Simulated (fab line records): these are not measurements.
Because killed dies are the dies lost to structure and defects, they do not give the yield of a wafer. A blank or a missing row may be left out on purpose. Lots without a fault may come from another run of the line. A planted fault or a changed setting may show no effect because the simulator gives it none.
fab line records + flow nand-harc
record:
- lots: 12
- wafers: 36
- last-day: 33
route steps=1302 shown A_STAIRCASE@671
lots that met no fault: from a run of the same line without faults
start-h: hours from the record's first day to the start of the lot's first wafer shown + wait-h: how many hours have passed since the lot's step before this one + " identical to the entry in the row above + L1.1+2: several wafers, shown together as one row + - no value, or no start given + * or withheld: withheld + < > ~ a bound
route shown NAME@n: NAME is a module with steps in the file, n the number in the route of the first one + usual: the fault-free wafers' mean and standard deviation + same: alike in all rows + chamber/n: place in a boat + sites: per-site readings + _std_site: standard deviation of those values + _edge_site: the outer-site mean with the inner-site mean subtracted + radius-mm: how far each site lies from the wafer's centre + mask NAME#n: copy n + behind: the most recent tool/chamber to have shaped the wafer + hold: the reason the lot was held/the length of the hold in hours/how it ended + device: names the non-switching transistor (n, p or np) + end of line: tests of these same wafers at the route's end + for a step that has no rows: nothing shown but its recipe + killed: not the wafer's yield, but the dies lost to structure and defects at the first sort + map: per-die view of a wafer (x killed, . not killed, _ where there is no die)
set.NAME: the setting the step ran with; set.NAME@STEP: the setting that earlier step ran with + model.NAME: the simulator's own value behind a step, which no gauge read
the route's steps for a sample of lots (tables are steps, rows are wafers)
services: a tool's chamber out of use, with start hour (start-h, from the record's first day; less than 0 if before it), hours out, and reason
== steps ==
step: NHARC_A_STAIRCASE_ETCH_15
recipe:
- target-depth-a: 1000
- time-s: 40.5
- ion-energy-ev: 400
- c4f8-flow-sccm: 20
- o2-flow-sccm: 10
- ar-flow-sccm: withheld
- rf-w: 600
- bias-w: 1000
- chemistry: C4F8/O2
usual:
- bias-w: 1000/3.1
- chamber-pressure-mTorr: 25.001/0.022
- oes-product-au: 0.948/0.013
- rf-vpp-V: 899/4.5
| lot.wafer | tool        | chamber | start-h | wait-h | bias-w | chamber-pressure-mTorr | oes-product-au | rf-hours-counter-h | rf-vpp-V |
|-----------|-------------|---------|---------|--------|--------|------------------------|----------------|--------------------|----------|
| L665.1    | rie-diel-09 | 2       | -       | -      | 999    | 25.006                 | 0.953          | 8                  | 897      |
| L665.4    | "           | 2       | "       | "      | 1000   | 24.972                 | 0.959          | -                  | 900      |
| L665.5    | "           | 1       | "       | "      | 1001   | 25.003                 | 0.935          | -                  | 901      |
| L667.1    | rie-diel-05 | 1       | -       | -      | 1003   | 25.008                 | 0.938          | 49                 | 903      |
| L667.3    | "           | 2       | "       | "      | 998    | 25.013                 | 0.933          | 44                 | 898      |
| L667.6    | "           | 1       | "       | "      | 1000   | 25.005                 | 0.936          | -                  | 903      |
| L668.6    | rie-diel-09 | 2       | -       | -      | 994    | 25.029                 | 0.957          | -                  | 899      |
| L668.5    | "           | 3       | "       | "      | 1002   | 24.974                 | 0.943          | -                  | 905      |
| L668.4    | "           | 1       | "       | "      | 1002   | 25.024                 | 0.939          | -                  | 899      |
| L671.2    | rie-diel-05 | 0       | -       | -      | 1002   | 25.016                 | 0.955          | 2                  | 898      |
| L671.3    | "           | 1       | "       | "      | 999    | 24.990                 | 0.955          | 1                  | 904      |
| L671.5    | "           | 0       | "       | "      | 1002   | 24.986                 | 0.956          | -                  | 899      |
| L673.3    | rie-diel-09 | 0       | -       | -      | 1000   | 24.987                 | 0.943          | 21                 | 899      |
| L673.2    | "           | 1       | "       | "      | 997    | 25.007                 | 0.928          | 35                 | 899      |
| L673.5    | "           | 0       | "       | "      | 1000   | 25.004                 | 0.938          | -                  | 900      |
| L672.2    | rie-diel-09 | 3       | -       | -      | 1000   | 25.027                 | 0.945          | 41                 | 903      |
| L672.6    | "           | 2       | "       | "      | 1000   | 25.009                 | 0.958          | -                  | 898      |
| L672.5    | "           | 3       | "       | "      | 1003   | 24.984                 | 0.943          | -                  | 905      |
| L675.2    | rie-diel-09 | 3       | -       | -      | 1003   | 25.003                 | 0.932          | 48                 | 904      |
| L675.3    | "           | 0       | "       | "      | 1001   | 24.989                 | 0.921          | 27                 | 899      |
| L675.5    | "           | 3       | "       | "      | 1003   | 24.979                 | 0.943          | -                  | 904      |
| L674.4    | rie-diel-05 | 0       | -       | -      | 999    | 24.968                 | 0.959          | 15                 | 897      |
| L674.6    | "           | 1       | "       | "      | 997    | 24.963                 | 0.951          | -                  | 903      |
| L674.5    | "           | 2       | "       | "      | 1006   | 25.003                 | 0.943          | -                  | 899      |
| L677.3    | rie-diel-01 | 0       | -       | -      | 1006   | 24.965                 | 0.956          | 27                 | 891      |
| L677.1    | "           | 1       | "       | "      | 999    | 25.011                 | 0.935          | 37                 | 894      |
| L677.2    | "           | 2       | "       | "      | 996    | 25.012                 | 0.948          | 26                 | 888      |
| L679.2    | rie-diel-05 | 3       | -       | -      | 1000   | 25.013                 | 0.954          | 28                 | 904      |
| L679.4    | "           | 2       | "       | "      | 999    | 25.031                 | 0.952          | 31                 | 898      |
| L679.5    | "           | 0       | "       | "      | 1001   | 25.026                 | 0.962          | -                  | 898      |
| L681.1    | rie-diel-05 | 1       | -       | -      | 999    | 24.976                 | 0.955          | 35                 | 904      |
| L681.3    | "           | 3       | "       | "      | 1003   | 25.015                 | 0.957          | 31                 | 907      |
| L681.5    | "           | 1       | "       | "      | 1005   | 24.989                 | 0.947          | -                  | 903      |
| L687.3    | rie-diel-09 | 1       | -       | -      | 997    | 25.017                 | 0.964          | 27                 | 898      |
| L687.2    | "           | 2       | "       | "      | 999    | 25.011                 | 0.962          | 24                 | 897      |
| L687.1    | "           | 3       | "       | "      | 999    | 25.026                 | 0.935          | 27                 | 902      |
step: NHARC_A_STAIRCASE_ETCH_19
recipe:
- target-depth-a: 1000
- time-s: 40.5
- ion-energy-ev: 400
- c4f8-flow-sccm: 20
- o2-flow-sccm: 10
- ar-flow-sccm: withheld
- rf-w: 600
- bias-w: 1000
- chemistry: C4F8/O2
usual:
- bias-w: 1000.6/2.9
- chamber-pressure-mTorr: 25.003/0.021
- oes-product-au: 0.945/0.012
- rf-vpp-V: 899/4.6
| lot.wafer | tool        | chamber | start-h | wait-h | bias-w | chamber-pressure-mTorr | oes-product-au | rf-hours-counter-h | rf-vpp-V |
|-----------|-------------|---------|---------|--------|--------|------------------------|----------------|--------------------|----------|
| L665.1    | rie-diel-09 | 2       | -       | -      | 994.9  | 25.023                 | 0.956          | 8                  | 897      |
| L665.4    | "           | 3       | "       | "      | 1001.4 | 25.010                 | 0.952          | -                  | 906      |
| L665.5    | "           | 1       | "       | "      | 1003.5 | 24.986                 | 0.942          | -                  | 902      |
| L667.3    | rie-diel-05 | 3       | -       | -      | 998.0  | 25.008                 | 0.924          | 48                 | 905      |
| L667.1    | "           | 1       | "       | "      | 1002.0 | 24.992                 | 0.958          | 49                 | 903      |
| L667.6    | "           | 3       | "       | "      | 998.4  | 25.006                 | 0.927          | -                  | 905      |
| L668.6    | rie-diel-09 | 3       | -       | -      | 998.8  | 25.048                 | 0.931          | -                  | 904      |
| L668.5    | "           | 1       | "       | "      | 1002.3 | 25.006                 | 0.917          | -                  | 899      |
| L668.4    | "           | 2       | "       | "      | 1004.6 | 25.008                 | 0.940          | -                  | 897      |
| L671.2    | rie-diel-05 | 2       | -       | -      | 1002.0 | 25.006                 | 0.950          | 1                  | 898      |
| L671.3    | "           | 0       | "       | "      | 996.6  | 24.985                 | 0.975          | 2                  | 899      |
| L671.5    | "           | 3       | "       | "      | 998.4  | 25.016                 | 0.933          | -                  | 906      |
| L673.3    | rie-diel-09 | 2       | -       | -      | 1000.8 | 25.012                 | 0.963          | 38                 | 897      |
| L673.2    | "           | 3       | "       | "      | 998.7  | 24.994                 | 0.957          | 40                 | 905      |
| L673.5    | "           | 2       | "       | "      | 999.0  | 25.007                 | 0.962          | -                  | 897      |
| L672.2    | rie-diel-09 | 2       | -       | -      | 999.7  | 24.993                 | 0.960          | 40                 | 898      |
| L672.6    | "           | 3       | "       | "      | 1005.9 | 25.037                 | 0.937          | -                  | 905      |
| L672.5    | "           | 0       | "       | "      | 999.6  | 25.011                 | 0.936          | -                  | 900      |
| L674.4    | rie-diel-05 | 0       | -       | -      | 1002.6 | 25.013                 | 0.939          | 15                 | 896      |
| L674.6    | "           | 2       | "       | "      | 998.4  | 25.006                 | 0.941          | -                  | 899      |
| L674.5    | "           | 3       | "       | "      | 1001.4 | 24.981                 | 0.950          | -                  | 905      |
| L675.2    | rie-diel-09 | 0       | -       | -      | 998.4  | 24.984                 | 0.943          | 31                 | 900      |
| L675.3    | "           | 2       | "       | "      | 997.2  | 25.016                 | 0.955          | 51                 | 897      |
| L675.5    | "           | 3       | "       | "      | 1006.2 | 25.010                 | 0.948          | -                  | 904      |
| L677.3    | rie-diel-01 | 3       | -       | -      | 1000.6 | 25.024                 | 0.952          | 11                 | 898      |
| L677.2    | "           | 0       | "       | "      | 995.5  | 25.000                 | 0.960          | 27                 | 890      |
| L677.1    | "           | 1       | "       | "      | 999.5  | 25.037                 | 0.932          | 37                 | 893      |
| L679.2    | rie-diel-05 | 3       | -       | -      | 1000.9 | 24.973                 | 0.939          | 29                 | 904      |
| L679.4    | "           | 0       | "       | "      | 1002.4 | 24.985                 | 0.947          | 29                 | 897      |
| L679.5    | "           | 0       | "       | "      | 1002.9 | 24.979                 | 0.947          | -                  | 897      |
| L681.1    | rie-diel-05 | 3       | -       | -      | 1000.8 | 25.012                 | 0.962          | 31                 | 906      |
| L681.3    | "           | 1       | "       | "      | 1000.4 | 25.075                 | 0.957          | 35                 | 903      |
| L681.5    | "           | 3       | "       | "      | 1004.9 | 25.062                 | 0.943          | -                  | 904      |
| L687.1    | rie-diel-09 | 2       | -       | -      | 1005.6 | 25.031                 | 0.952          | 24                 | 897      |
| L687.2    | "           | 3       | "       | "      | 1004.4 | 25.002                 | 0.945          | 28                 | 905      |
| L687.3    | "           | 0       | "       | "      | 995.8  | 24.996                 | 0.948          | 32                 | 899      |
step: NHARC_A_STAIRCASE_ETCH_21
recipe:
- target-depth-a: 1000
- time-s: 40.5
- ion-energy-ev: 400
- c4f8-flow-sccm: 20
- o2-flow-sccm: 10
- ar-flow-sccm: withheld
- rf-w: 600
- bias-w: 1000
- chemistry: C4F8/O2
usual:
- bias-w: 1000.0/2.8
- chamber-pressure-mTorr: 25.000/0.024
- oes-product-au: 0.950/0.017
- rf-vpp-V: 899/4.4
| lot.wafer | tool        | chamber | start-h | wait-h | bias-w | chamber-pressure-mTorr | oes-product-au | rf-hours-counter-h | rf-vpp-V |
|-----------|-------------|---------|---------|--------|--------|------------------------|----------------|--------------------|----------|
| L665.1    | rie-diel-09 | 2       | -       | -      | 999.4  | 25.001                 | 0.967          | 8                  | 899      |
| L665.4    | "           | 1       | "       | "      | 1001.2 | 24.985                 | 0.941          | -                  | 901      |
| L665.5    | "           | 3       | "       | "      | 1004.7 | 24.979                 | 0.958          | -                  | 904      |
| L667.3    | rie-diel-05 | 1       | -       | -      | 1001.5 | 25.013                 | 0.971          | 49                 | 903      |
| L667.1    | "           | 2       | "       | "      | 1001.8 | 24.990                 | 0.952          | 45                 | 899      |
| L667.6    | "           | 1       | "       | "      | 1000.6 | 25.002                 | 0.961          | -                  | 905      |
| L668.4    | rie-diel-05 | 1       | -       | -      | 997.8  | 25.007                 | 0.924          | 54                 | 903      |
| L668.6    | "           | 1       | "       | "      | 1000.2 | 25.008                 | 0.919          | -                  | 903      |
| L668.5    | "           | 2       | "       | "      | 1000.9 | 25.030                 | 0.932          | -                  | 900      |
| L671.3    | rie-diel-05 | 1       | -       | -      | 998.7  | 24.942                 | 0.958          | 2                  | 905      |
| L671.2    | "           | 2       | "       | "      | 1003.6 | 25.026                 | 0.935          | 2                  | 899      |
| L671.5    | "           | 3       | "       | "      | 995.9  | 25.046                 | 0.945          | -                  | 904      |
| L673.2    | rie-diel-05 | 1       | -       | -      | 995.4  | 25.014                 | 0.943          | 7                  | 903      |
| L673.3    | "           | 3       | "       | "      | 1001.9 | 24.985                 | 0.966          | 8                  | 903      |
| L673.5    | "           | 1       | "       | "      | 998.9  | 24.993                 | 0.942          | -                  | 905      |
| L672.2    | rie-diel-01 | 1       | 435.82  | 0.3    | 1001.4 | 24.963                 | 0.940          | 19                 | 893      |
| L672.5    | "           | 2       | "       | "      | 999.0  | 25.041                 | 0.976          | -                  | 888      |
| L672.6    | "           | 0       | "       | "      | 999.8  | 25.011                 | 0.942          | -                  | 890      |
| L674.4    | rie-diel-05 | 1       | -       | -      | 1005.0 | 25.026                 | 0.947          | 18                 | 902      |
| L674.5    | "           | 1       | "       | "      | 1001.0 | 24.984                 | 0.948          | -                  | 904      |
| L674.6    | "           | 2       | "       | "      | 1000.4 | 24.964                 | 0.944          | -                  | 899      |
| L675.3    | rie-diel-09 | 3       | -       | -      | 1002.1 | 25.032                 | 0.957          | 52                 | 904      |
| L675.2    | "           | 0       | "       | "      | 1000.2 | 25.001                 | 0.931          | 31                 | 899      |
| L675.5    | "           | 3       | "       | "      | 1003.6 | 24.994                 | 0.947          | -                  | 904      |
| L677.2    | rie-diel-09 | 3       | -       | -      | 1003.6 | 24.985                 | 0.971          | 57                 | 903      |
| L677.1    | "           | 1       | "       | "      | 1000.4 | 24.982                 | 0.939          | 50                 | 899      |
| L677.3    | "           | 2       | "       | "      | 999.9  | 25.030                 | 0.978          | 57                 | 897      |
| L679.2    | rie-diel-05 | 2       | -       | -      | 1001.1 | 25.055                 | 0.947          | 31                 | 897      |
| L679.4    | "           | 0       | "       | "      | 1000.0 | 25.001                 | 0.971          | 29                 | 897      |
| L679.5    | "           | 1       | "       | "      | 995.7  | 24.959                 | 0.956          | -                  | 905      |
| L681.1    | rie-diel-05 | 2       | -       | -      | 1001.9 | 24.987                 | 0.950          | 34                 | 898      |
| L681.3    | "           | 3       | "       | "      | 999.6  | 25.004                 | 0.937          | 32                 | 905      |
| L681.5    | "           | 3       | "       | "      | 999.5  | 25.004                 | 0.935          | -                  | 905      |
| L687.1    | rie-diel-09 | 0       | -       | -      | 997.1  | 24.988                 | 0.950          | 32                 | 898      |
| L687.3    | "           | 1       | "       | "      | 1002.0 | 25.003                 | 0.945          | 28                 | 898      |
| L687.2    | "           | 3       | "       | "      | 999.0  | 25.007                 | 0.941          | 28                 | 903      |
step: NHARC_A_STAIRCASE_STRIP_175
recipe:
- power-w: 1500
- temp-c: 250
- chemistry: O2
usual:
- drypump-motor-current-A: 5.36/0.1
- heater-power-w: 348/22
| lot.wafer | tool            | chamber | start-h | wait-h | drypump-motor-current-A | heater-power-w | rf-hours-counter-h |
|-----------|-----------------|---------|---------|--------|-------------------------|----------------|--------------------|
| L665.1    | plasma-asher-02 | 1       | 363.65  | 0.1    | 5.46                    | 353            | 23                 |
| L665.4    | "               | 0       | "       | "      | 5.42                    | 361            | -                  |
| L665.5    | "               | 1       | "       | "      | 5.50                    | 348            | -                  |
| L667.1    | plasma-asher-01 | 0       | 384.63  | 0.1    | 5.36                    | 345            | 8                  |
| L667.3    | "               | 1       | "       | "      | 5.23                    | 320            | -                  |
| L667.6    | "               | 0       | "       | "      | 5.36                    | 343            | -                  |
| L668.4    | plasma-asher-02 | 1       | 391.87  | 0.2    | 5.51                    | 357            | -                  |
| L668.6    | "               | 0       | "       | "      | 5.37                    | 370            | -                  |
| L668.5    | "               | 1       | "       | "      | 5.51                    | 352            | -                  |
| L671.2    | plasma-asher-01 | 0       | 419.30  | 0.1    | 5.32                    | 350            | 15                 |
| L671.3    | "               | 0       | "       | "      | 5.33                    | 350            | -                  |
| L671.5    | "               | 1       | "       | "      | 5.21                    | 317            | -                  |
| L673.2    | plasma-asher-01 | 0       | 432.54  | 0.1    | 5.31                    | 351            | 20                 |
| L673.3    | "               | 0       | "       | "      | 5.36                    | 348            | -                  |
| L673.5    | "               | 0       | "       | "      | 5.36                    | 348            | -                  |
| L672.2    | plasma-asher-01 | 0       | 437.27  | 0.3    | 5.36                    | 353            | 22                 |
| L672.6    | "               | 0       | "       | "      | 5.37                    | 340            | -                  |
| L672.5    | "               | 1       | "       | "      | 5.23                    | 317            | -                  |
| L674.4    | plasma-asher-02 | 0       | 460.21  | 0.2    | 5.36                    | 379            | -                  |
| L674.6    | "               | 0       | "       | "      | 5.40                    | 372            | -                  |
| L674.5    | "               | 1       | "       | "      | 5.50                    | 360            | -                  |
| L675.2    | plasma-asher-02 | 1       | 462.98  | 0.1    | 5.47                    | 354            | 3                  |
| L675.3    | "               | 0       | "       | "      | 5.37                    | 381            | -                  |
| L675.5    | "               | 0       | "       | "      | 5.40                    | 378            | -                  |
| L677.1    | plasma-asher-01 | 0       | 490.59  | 0.1    | -                       | -              | -                  |
| L677.2    | "               | 1       | "       | "      | -                       | -              | -                  |
| L677.3    | "               | 0       | "       | "      | -                       | -              | -                  |
| L679.2    | plasma-asher-02 | 1       | 502.06  | 0.1    | -                       | -              | -                  |
| L679.4    | "               | 0       | "       | "      | -                       | -              | -                  |
| L679.5    | "               | 0       | "       | "      | -                       | -              | -                  |
| L681.1    | plasma-asher-01 | 1       | 513.67  | 0.1    | 5.21                    | 319            | 38                 |
| L681.3    | "               | 1       | "       | "      | 5.21                    | 316            | -                  |
| L681.5    | "               | 1       | "       | "      | 5.23                    | 318            | -                  |
| L687.2    | plasma-asher-01 | 1       | 588.23  | 0.1    | 5.21                    | 310            | 14                 |
| L687.1    | "               | 0       | "       | "      | 5.36                    | 372            | 14                 |
| L687.3    | "               | 1       | "       | "      | 5.22                    | 312            | -                  |
== services ==
| tool            | chamber | start-h | hours | kind   |
|-----------------|---------|---------|-------|--------|
| plasma-asher-02 | -       | 341.74  | 1.1   | repair |
| plasma-asher-01 | -       | 342.00  | 9.0   | pm     |
| plasma-asher-02 | -       | 347.39  | 1.3   | repair |
| rie-diel-09     | 0       | 358.70  | 36.5  | repair |
| rie-diel-05     | 0       | 362.05  | -     | clean  |
| rie-diel-05     | 1       | 362.05  | -     | clean  |
| rie-diel-05     | 2       | 362.05  | -     | clean  |
| rie-diel-05     | 3       | 362.05  | -     | clean  |
| rie-diel-01     | -       | 381.24  | 9.0   | pm     |
| rie-diel-09     | 1       | 386.84  | 5.0   | repair |
| rie-diel-05     | -       | 406.62  | 9.0   | pm     |
| rie-diel-01     | 0       | 407.74  | 18.9  | repair |
| plasma-asher-02 | -       | 418.00  | 1.7   | repair |
| plasma-asher-02 | -       | 423.32  | 1.7   | repair |
| plasma-asher-02 | -       | 426.61  | 9.0   | pm     |
| rie-diel-09     | 1       | 449.41  | 13.0  | repair |
| rie-diel-01     | 3       | 455.97  | 1.4   | repair |
| rie-diel-09     | -       | 463.31  | 1.1   | repair |
| rie-diel-01     | 2       | 476.04  | 5.3   | repair |
| rie-diel-05     | 3       | 491.62  | 1.4   | repair |
| rie-diel-09     | -       | 497.46  | 9.0   | pm     |
| plasma-asher-01 | -       | 519.00  | 9.0   | pm     |
| rie-diel-01     | -       | 558.24  | 9.0   | pm     |
| rie-diel-05     | -       | 583.85  | 9.0   | pm     |
== key ==
first-sign:
- step: NHARC_A_STAIRCASE_STRIP_175
- reading: tool-record
- direction: missing
effect none on later readings
met-at NHARC_A_STAIRCASE_STRIP_175
struck-lots L677,L679
tester-left-out L677,L679
not-acting-at NHARC_A_STAIRCASE_ETCH_15,NHARC_A_STAIRCASE_ETCH_19,NHARC_A_STAIRCASE_ETCH_21
onset-between 462.98 490.59
fault:
- kind: skipped-step-whole
- tool: plasma-asher-01,plasma-asher-02
- chamber: -
- onset-h: 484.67
- steps: NHARC_A_STAIRCASE_STRIP_175
- scope: struck-lots-only
tester-left-out: of these lots the tester's yield and bins aren't shown, on N5 and GAA mostly nor the transistor test; their killed dies are dies lost to structure and defects alone, not to doping, threshold or leakage, so they don't give the yield
